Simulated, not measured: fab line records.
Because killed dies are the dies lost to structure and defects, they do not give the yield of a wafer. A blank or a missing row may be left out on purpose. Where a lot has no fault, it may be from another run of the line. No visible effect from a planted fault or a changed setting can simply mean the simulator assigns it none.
Tool commonality check || flow n5-finfet || Sample size 10 lots and 30 wafers

THE REASON FOR OPENING IT
On 2 of the 10 lots, a flag is raised at N5_PASSIVATION_CD_MEAS_30 on the reading cd-nm. No-fault wafers: 4000 nm, standard deviation 3.4.
Rule: a lot gets a flag if all its wafers with a number sit over 4 standard deviations from that mean, or if no wafer of it has a number. The other lots count as sound.

{"lot": "L433", "measured": "day 12 00:45", "on": "cd-sem-03", "cd-nm (nm), wafer by wafer": "3997 3997 3998", "flag": ""}
{"lot": "L434", "measured": "day 12 09:28", "on": "cd-sem-01", "cd-nm (nm), wafer by wafer": "3999 4000 3999", "flag": ""}
{"lot": "L436", "measured": "day 13 06:59", "on": "cd-sem-03", "cd-nm (nm), wafer by wafer": "4002 4001 4003", "flag": ""}
{"lot": "L437", "measured": "day 13 09:49", "on": "cd-sem-01", "cd-nm (nm), wafer by wafer": "3999 4004 4001", "flag": ""}
{"lot": "L441", "measured": "day 15 08:41", "on": "cd-sem-01", "cd-nm (nm), wafer by wafer": "3964 3958 3959", "flag": "FLAGGED"}
{"lot": "L444", "measured": "day 15 13:56", "on": "cd-sem-01", "cd-nm (nm), wafer by wafer": "3957 3958 3960", "flag": "FLAGGED"}
{"lot": "L448", "measured": "day 16 09:30", "on": "cd-sem-02", "cd-nm (nm), wafer by wafer": "4002 4000 3999", "flag": ""}
{"lot": "L446", "measured": "day 16 14:23", "on": "cd-sem-02", "cd-nm (nm), wafer by wafer": "3997 3999 3994", "flag": ""}
{"lot": "L450", "measured": "day 17 08:24", "on": "cd-sem-01", "cd-nm (nm), wafer by wafer": "3999 4004 4004", "flag": ""}
{"lot": "L455", "measured": "day 18 11:31", "on": "cd-sem-02", "cd-nm (nm), wafer by wafer": "3998 3998 3996", "flag": ""}
On average the flagged lots' numbers are 3959 nm, which is -41 nm against the usual, or -12 standard deviations.

WHICH TOOL RAN EACH LOT
The record holds 4 process steps before the reading, out of a route of 1938 steps. Read each cell as the tool, then ch plus the chambers that the sampled wafers visited, then the start.
{"lot": "L433", "flag": "", "N5_MIM_BOT_LITHO_DESCUM_10": "rie-diel-03 ch 2,3, day 11 20:23", "N5_PASSIVATION_PECVD_01": "pecvd-01 ch 0,2, day 11 21:19", "N5_PASSIVATION_PRE_CLEAN_19": "pvd-sputter-02, day 12 00:08", "N5_PASSIVATION_EXPOSE_27": "krf-scanner-02 ch 0, day 12 00:34"}
{"lot": "L434", "flag": "", "N5_MIM_BOT_LITHO_DESCUM_10": "rie-diel-03 ch 0,2,3, day 12 02:04", "N5_PASSIVATION_PECVD_01": "pecvd-03 ch 0,1, day 12 03:00", "N5_PASSIVATION_PRE_CLEAN_19": "pvd-sputter-01, day 12 08:51", "N5_PASSIVATION_EXPOSE_27": "krf-scanner-02 ch 0, day 12 09:18"}
{"lot": "L436", "flag": "", "N5_MIM_BOT_LITHO_DESCUM_10": "rie-diel-01 ch 0,3, day 13 01:35", "N5_PASSIVATION_PECVD_01": "pecvd-01 ch 0,2, day 13 02:39", "N5_PASSIVATION_PRE_CLEAN_19": "pvd-sputter-01, day 13 06:15", "N5_PASSIVATION_EXPOSE_27": "krf-scanner-01 ch 0, day 13 06:49"}
{"lot": "L437", "flag": "", "N5_MIM_BOT_LITHO_DESCUM_10": "rie-diel-03 ch 0,1,2, day 13 04:53", "N5_PASSIVATION_PECVD_01": "pecvd-03 ch 0,1,2, day 13 05:48", "N5_PASSIVATION_PRE_CLEAN_19": "pvd-sputter-02, day 13 09:12", "N5_PASSIVATION_EXPOSE_27": "krf-scanner-01 ch 0, day 13 09:38"}
{"lot": "L441", "flag": "FLAGGED", "N5_MIM_BOT_LITHO_DESCUM_10": "rie-diel-01 ch 0,3, day 15 05:08", "N5_PASSIVATION_PECVD_01": "pecvd-03 ch 0,1,2, day 15 06:16", "N5_PASSIVATION_PRE_CLEAN_19": "pvd-sputter-02, day 15 08:04", "N5_PASSIVATION_EXPOSE_27": "krf-scanner-01 ch 0, day 15 08:31"}
{"lot": "L444", "flag": "FLAGGED", "N5_MIM_BOT_LITHO_DESCUM_10": "rie-diel-01 ch 1,2,3, day 15 10:12", "N5_PASSIVATION_PECVD_01": "pecvd-03 ch 0,1,2, day 15 11:16", "N5_PASSIVATION_PRE_CLEAN_19": "pvd-sputter-03, day 15 13:19", "N5_PASSIVATION_EXPOSE_27": "krf-scanner-01 ch 0, day 15 13:45"}
{"lot": "L448", "flag": "", "N5_MIM_BOT_LITHO_DESCUM_10": "rie-diel-03 ch 1,2, day 16 04:17", "N5_PASSIVATION_PECVD_01": "pecvd-03 ch 0,1, day 16 05:16", "N5_PASSIVATION_PRE_CLEAN_19": "pvd-sputter-02, day 16 08:46", "N5_PASSIVATION_EXPOSE_27": "krf-scanner-02 ch 0, day 16 09:20"}
{"lot": "L446", "flag": "", "N5_MIM_BOT_LITHO_DESCUM_10": "rie-diel-05 ch 0,2,3, day 16 08:07", "N5_PASSIVATION_PECVD_01": "pecvd-01 ch 1,2, day 16 09:02", "N5_PASSIVATION_PRE_CLEAN_19": "pvd-sputter-03, day 16 13:38", "N5_PASSIVATION_EXPOSE_27": "krf-scanner-02 ch 0, day 16 14:12"}
{"lot": "L450", "flag": "", "N5_MIM_BOT_LITHO_DESCUM_10": "rie-diel-01 ch 1,2, day 17 01:56", "N5_PASSIVATION_PECVD_01": "pecvd-03 ch 0,1, day 17 02:52", "N5_PASSIVATION_PRE_CLEAN_19": "pvd-sputter-02, day 17 07:40", "N5_PASSIVATION_EXPOSE_27": "krf-scanner-02 ch 0, day 17 08:14"}
{"lot": "L455", "flag": "", "N5_MIM_BOT_LITHO_DESCUM_10": "rie-diel-01 ch 0,1,2, day 18 08:08", "N5_PASSIVATION_PECVD_01": "pecvd-04 ch 0,2, day 18 09:04", "N5_PASSIVATION_PRE_CLEAN_19": "pvd-sputter-01, day 18 10:47", "N5_PASSIVATION_EXPOSE_27": "krf-scanner-02 ch 0, day 18 11:21"}
What the steps here do:
- N5_MIM_BOT_LITHO_DESCUM_10: chemistry O2, time 7.9 s.
- N5_PASSIVATION_PECVD_01: deposits SiNx from SiH4/NH3/N2, target thk 200 nm, time 43.2 s.
- N5_PASSIVATION_PRE_CLEAN_19
- N5_PASSIVATION_EXPOSE_27: exposes mask PAD, defocus 0 nm.
- N5_PASSIVATION_CD_MEAS_30: target cd 4000 nm.

FLAGGED OVER TOTAL, TOOL BY TOOL (the gauges that took the reading come last)
{"step": "N5_MIM_BOT_LITHO_DESCUM_10", "tool": "rie-diel-01", "lots run": 5, "flagged": 2, "share of the flagged lots": "all", "sound lots run after its first flagged lot": "2 (L450,L455)"}
{"step": "N5_MIM_BOT_LITHO_DESCUM_10", "tool": "rie-diel-03", "lots run": 4, "flagged": 0, "share of the flagged lots": "none", "sound lots run after its first flagged lot": "-"}
{"step": "N5_MIM_BOT_LITHO_DESCUM_10", "tool": "rie-diel-05", "lots run": 1, "flagged": 0, "share of the flagged lots": "none", "sound lots run after its first flagged lot": "-"}
{"step": "N5_PASSIVATION_PECVD_01", "tool": "pecvd-01", "lots run": 3, "flagged": 0, "share of the flagged lots": "none", "sound lots run after its first flagged lot": "-"}
{"step": "N5_PASSIVATION_PECVD_01", "tool": "pecvd-03", "lots run": 6, "flagged": 2, "share of the flagged lots": "all", "sound lots run after its first flagged lot": "2 (L448,L450)"}
{"step": "N5_PASSIVATION_PECVD_01", "tool": "pecvd-04", "lots run": 1, "flagged": 0, "share of the flagged lots": "none", "sound lots run after its first flagged lot": "-"}
{"step": "N5_PASSIVATION_PRE_CLEAN_19", "tool": "pvd-sputter-01", "lots run": 3, "flagged": 0, "share of the flagged lots": "none", "sound lots run after its first flagged lot": "-"}
{"step": "N5_PASSIVATION_PRE_CLEAN_19", "tool": "pvd-sputter-02", "lots run": 5, "flagged": 1, "share of the flagged lots": "some", "sound lots run after its first flagged lot": "2 (L448,L450)"}
{"step": "N5_PASSIVATION_PRE_CLEAN_19", "tool": "pvd-sputter-03", "lots run": 2, "flagged": 1, "share of the flagged lots": "some", "sound lots run after its first flagged lot": "1 (L446)"}
{"step": "N5_PASSIVATION_EXPOSE_27", "tool": "krf-scanner-01", "lots run": 4, "flagged": 2, "share of the flagged lots": "all", "sound lots run after its first flagged lot": 0}
{"step": "N5_PASSIVATION_EXPOSE_27", "tool": "krf-scanner-02", "lots run": 6, "flagged": 0, "share of the flagged lots": "none", "sound lots run after its first flagged lot": "-"}
{"step": "N5_PASSIVATION_CD_MEAS_30", "tool": "cd-sem-01", "lots run": 5, "flagged": 2, "share of the flagged lots": "all", "sound lots run after its first flagged lot": "1 (L450)"}
{"step": "N5_PASSIVATION_CD_MEAS_30", "tool": "cd-sem-02", "lots run": 3, "flagged": 0, "share of the flagged lots": "none", "sound lots run after its first flagged lot": "-"}
{"step": "N5_PASSIVATION_CD_MEAS_30", "tool": "cd-sem-03", "lots run": 2, "flagged": 0, "share of the flagged lots": "none", "sound lots run after its first flagged lot": "-"}

THE TABLE: WHAT IT ALLOWS
4 rows of the table ran every flagged lot: rie-diel-01 at N5_MIM_BOT_LITHO_DESCUM_10, pecvd-03 at N5_PASSIVATION_PECVD_01, krf-scanner-01 at N5_PASSIVATION_EXPOSE_27, cd-sem-01 at N5_PASSIVATION_CD_MEAS_30.
- rie-diel-01 at N5_MIM_BOT_LITHO_DESCUM_10 ran 5 lots, 2 of them flagged. Sound lots ran on it after the first flagged one (L450, L455), which a lasting fault on the whole tool wouldn't allow.
- pecvd-03 at N5_PASSIVATION_PECVD_01 ran 6 lots, 2 of them flagged. Sound lots ran on it after the first flagged one (L448, L450), which a lasting fault on the whole tool wouldn't allow.
- krf-scanner-01 at N5_PASSIVATION_EXPOSE_27 ran 4 lots, 2 of them flagged. Last sound lot L437 at day 13 09:38, first flagged lot L441 at day 15 08:31; a fault beginning in between fits. Its own readings (exposure-dose-mJ-cm2) fall more than 4 standard deviations out on all wafers of the flagged lots.
- cd-sem-01 at N5_PASSIVATION_CD_MEAS_30 ran 5 lots, 2 of them flagged. Sound lots ran on it after the first flagged one (L450), which a lasting fault on the whole tool wouldn't allow.
Just one tool remains: krf-scanner-01 at N5_PASSIVATION_EXPOSE_27.

WHAT THE SIMULATOR HAD PUT IN
Process parameters drifting: krf-scanner-01 at N5_PASSIVATION_EXPOSE_27, beginning at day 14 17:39. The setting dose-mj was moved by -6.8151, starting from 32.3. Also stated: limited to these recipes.
Shown lots that were struck: L441, L444. This agrees with what the rule above found.
